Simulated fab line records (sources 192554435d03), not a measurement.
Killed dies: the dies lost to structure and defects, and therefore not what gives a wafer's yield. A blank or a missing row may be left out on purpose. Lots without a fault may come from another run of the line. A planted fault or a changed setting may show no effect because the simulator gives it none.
A single fault, viewed from 3 desks ; flow n5 finfet ; each desk holds nothing but its own numbers, with what lay behind them at the end

TOOL OWNER'S DESK, rie diel-06
The tool's own readings at N5_SDB_ETCH_18 (etches SOC in N2/H2, target depth 100 nm, overetch 20 nm, time 150 s): means of the sampled wafers that have a number, for each lot that ran on this tool. Any lot whose mean is over 4 standard deviations away from the usual mean is out of limits and marked OUT; that distance is given in the brackets.
Columns: A = drypump motor current A at N5_SDB_ETCH_18, usual 5.59 A; B = oes product au at N5_SDB_ETCH_18, usual 0.70 a.u.; C = rf vpp V at N5_SDB_ETCH_18, usual 524.9 V; D = showerhead plenum p Torr at N5_SDB_ETCH_18, usual 2.58 Torr; E = throttle valve pct at N5_SDB_ETCH_18, usual 17.9 %
lot;first seen here;A;B;C;D;E
L772;day 5 21:22;5.31;0.65;525.7;2.64;18.3
L778;day 7 03:58;5.56;0.65;525.3;2.58;18.0
L779;day 7 10:19;5.56;0.64;525.0;2.57;18.0
This desk found nothing out of limits on any of the 3 lots.

THE DEFECT DESK
What the inspections along the route counted, lot by lot: means of the sampled wafers that have a number. Any lot whose mean is over 4 standard deviations away from the usual mean is out of limits and marked OUT; that distance is given in the brackets.
Columns: A = raw defect count at N5_SDB_INSPECT_13, usual 81
lot;first seen here;A
L765;day 4 01:11;77
L772;day 5 21:16;76
L778;day 7 03:52;49
L779;day 7 10:06;126
L785;day 9 08:13;67
L786;day 9 13:14;71
This desk found nothing out of limits on any of the 6 lots.

FROM THE METROLOGY DESK
What the gauges read for every lot (on any tool): the sampled wafers with a number, averaged. Any lot whose mean is over 4 standard deviations away from the usual mean is out of limits and marked OUT; that distance is given in the brackets. Of its 12 readings 7 are shown: those that lie furthest out on some lot.
Columns: A = cd nm at N5_SDB_CD_MEAS_11, usual 50.8 nm; B = DIBL_N at N5_BEOL_M4_RC_MEAS_101, usual 36.1 mV/V; C = IOFF_N at N5_BEOL_M4_RC_MEAS_101, usual 0.159 nA/um; D = ION_N at N5_BEOL_M4_RC_MEAS_101, usual 673 uA/um; E = SS_N at N5_BEOL_M4_RC_MEAS_101, usual 71.4 mV/dec; F = VT_N at N5_BEOL_M4_RC_MEAS_101, usual 249.7 mV; G = VT_P at N5_BEOL_M4_RC_MEAS_101, usual -250 mV
lot;first seen here;A;B;C;D;E;F;G
L765;day 4 01:08;50.2;35.8;0.164;673;71.9;248.5;-254
L772;day 5 21:12;51.5;35.5;0.140;669;70.9;252.1;-251
L778;day 7 03:48;49.0;33.7;0.122;659;70.5;254.6;-253
L779;day 7 10:03;49.2;37.9;0.179;683;72.0;248.5;-251
L785;day 9 08:09;53.8;34.7;0.147;678;71.3;250.0;-251
L786;day 9 13:11;50.3;36.8;0.181;672;71.7;247.2;-245
This desk found nothing out of limits on any of the 6 lots.

ALL TOGETHER
Nothing out of limits was seen by the tool owner's desk.
The defect desk saw nothing out of limits.
Metrology desk: nothing out of limits seen.

WHAT WAS PUT IN BY THE SIMULATOR
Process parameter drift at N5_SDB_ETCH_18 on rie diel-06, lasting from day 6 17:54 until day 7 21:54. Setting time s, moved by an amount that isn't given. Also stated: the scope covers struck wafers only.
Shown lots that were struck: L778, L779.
